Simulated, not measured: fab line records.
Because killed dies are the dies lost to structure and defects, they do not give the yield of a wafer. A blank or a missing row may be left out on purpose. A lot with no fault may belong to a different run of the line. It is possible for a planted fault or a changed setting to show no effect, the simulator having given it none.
Split-lot trial | flow n5 finfet | 21 wafers read across 7 lots, on a route 1938 steps long

## ABOUT THE SPLIT
At N5_BEOL_M12_COAT_04 (resist thk 400 nm), the setting spin rpm was moved away from the recipe's 1625 rpm on 9 of the 21 wafers read, by -7.2% to +9.1%. For the rest of the wafers, this setting stayed at what the recipe calls for.

## FROM THE SPLIT TO THE READING: what the file shows between them, 3 steps
- N5_BEOL_M12_EBR_06
- N5_BEOL_M12_SOFTBAKE_05: time 60 s
- N5_BEOL_M12_DESCUM_15: chemistry O2, time 7.9 s

## THE READING
coat_of_BEOL_M12_COAT_04.thk nm (the simulator's own value, which no gauge read), in nm, at N5_BEOL_M12_ETCH_59 (etches BARC in N2/H2, target depth 89 nm, overetch 26.7 nm, time 67.9 s). The file does not state a usual value for it. Across the 12 wafers here that went through the recipe, the average is 318.2 nm and the standard deviation 1.5 nm.

wafer  | tool, chamber at the split | spin rpm as run, rpm | against the recipe | coat_of_BEOL_M12_COAT_04.thk nm, nm | against lot-mates on the recipe
L077.3 | litho track-02, 0          | 1773                 | +9.1%              | 301                                 | -15.7
L077.5 | litho track-02, 0          | 1625                 | recipe             | 316.6                               | -
L077.6 | litho track-02, 0          | 1625                 | recipe             | 316.8                               | -
L076.3 | litho track-05, 0          | 1625                 | recipe             | 319.4                               | -
L076.4 | litho track-05, 0          | 1625                 | recipe             | 318.4                               | -
L076.6 | litho track-05, 0          | 1625                 | recipe             | 316.4                               | -
L078.4 | litho track-05, 0          | 1625                 | recipe             | 320.4                               | -
L078.5 | litho track-05, 0          | 1625                 | recipe             | 317.2                               | -
L078.6 | litho track-05, 0          | 1521                 | -6.4%              | 329                                 | +10.2
L083.3 | litho track-02, 0          | 1726                 | +6.2%              | 305                                 | no lot-mate on the recipe
L083.5 | litho track-02, 0          | 1726                 | +6.2%              | 308.2                               | no lot-mate on the recipe
L083.6 | litho track-02, 0          | 1726                 | +6.2%              | 305.8                               | no lot-mate on the recipe
L090.3 | litho track-02, 0          | 1684                 | +3.6%              | 312.8                               | -6.4
L090.4 | litho track-02, 0          | 1684                 | +3.6%              | 310.6                               | -8.6
L090.6 | litho track-02, 0          | 1625                 | recipe             | 319.2                               | -
L094.2 | litho track-02, 0          | 1508                 | -7.2%              | 335.4                               | +17.6
L094.3 | litho track-02, 0          | 1508                 | -7.2%              | 332.4                               | +14.6
L094.4 | litho track-02, 0          | 1625                 | recipe             | 317.8                               | -
L082.2 | litho track-05, 0          | 1625                 | recipe             | 317.6                               | -
L082.4 | litho track-05, 0          | 1625                 | recipe             | 317                                 | -
L082.6 | litho track-05, 0          | 1625                 | recipe             | 321                                 | -

FIT RESULTS
A straight line over all 21 wafers: coat_of_BEOL_M12_COAT_04.thk nm changes by -1.95 nm for each +1% of spin rpm; r = -0.98; the points scatter about the line by 1.6 nm.
The same after taking each lot's own level away (the mean of its wafers on the recipe; 18 wafers): -1.94 nm for each +1%; r = -0.98; scatter 1.7 nm.
Per that fit: largest spin rpm move, reading shift of 18 nm.
Measured against the standard deviation above, the lots' own levels, which go from 316.70 to 319.20 nm, span 1.7 times it.
The two slopes are in agreement: the lot-to-lot level therefore moves the slope only a little.
Check: -18.8 nm against its lot-mates is what the line predicts for one of the wafers moved furthest among these (+9.1%) when that wafer is left out of the fit. It came out at -15.7 nm against them.

## THE OTHER SPLITS THESE WAFERS WENT THROUGH
Note: prior to the reading, these wafers also went through further splits. Each is held against what the fit with the lots' levels taken away leaves over:
other split on the same wafers     | wafers away from the commonest value | r with coat_of_BEOL_M12_COAT_04.thk nm (lot level and that fit taken away)
N5_BEOL_M9_TRENCH_ETCH_37 source w | 8                                    | +0.49
N5_BEOL_M11_ILD_DEP_00 time s      | 6                                    | -0.09
N5_BEOL_M12_COAT_58 spin rpm       | 4                                    | -0.02

## THE WHOLE CHAIN: every reading that the file lists as answering this split, in the file's order
step                 | what it does                                                            | reading                                                                          | change (the file's fit)              | r (the file's)
N5_BEOL_M12_COAT_04  | resist thk 400 nm                                                       | coat_of_BEOL_M12_COAT_04.thk nm (the simulator's own value, which no gauge read) | -1.82 nm for each +1% of the setting | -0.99
N5_BEOL_M12_ETCH_59  | etches BARC in N2/H2, target depth 89 nm, overetch 26.7 nm, time 67.9 s | coat_of_BEOL_M12_COAT_04.thk nm (the simulator's own value, which no gauge read) | -1.86 nm for each +1% of the setting | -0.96
N5_BEOL_M12_STRIP_63 | strips in N2/H2                                                         | strip time to endpoint s                                                         | withheld for each +1% of the setting | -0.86

## FILE'S OWN FIT
coat_of_BEOL_M12_COAT_04.thk nm changes by -1.86 nm for each +1% of spin rpm, r = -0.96.
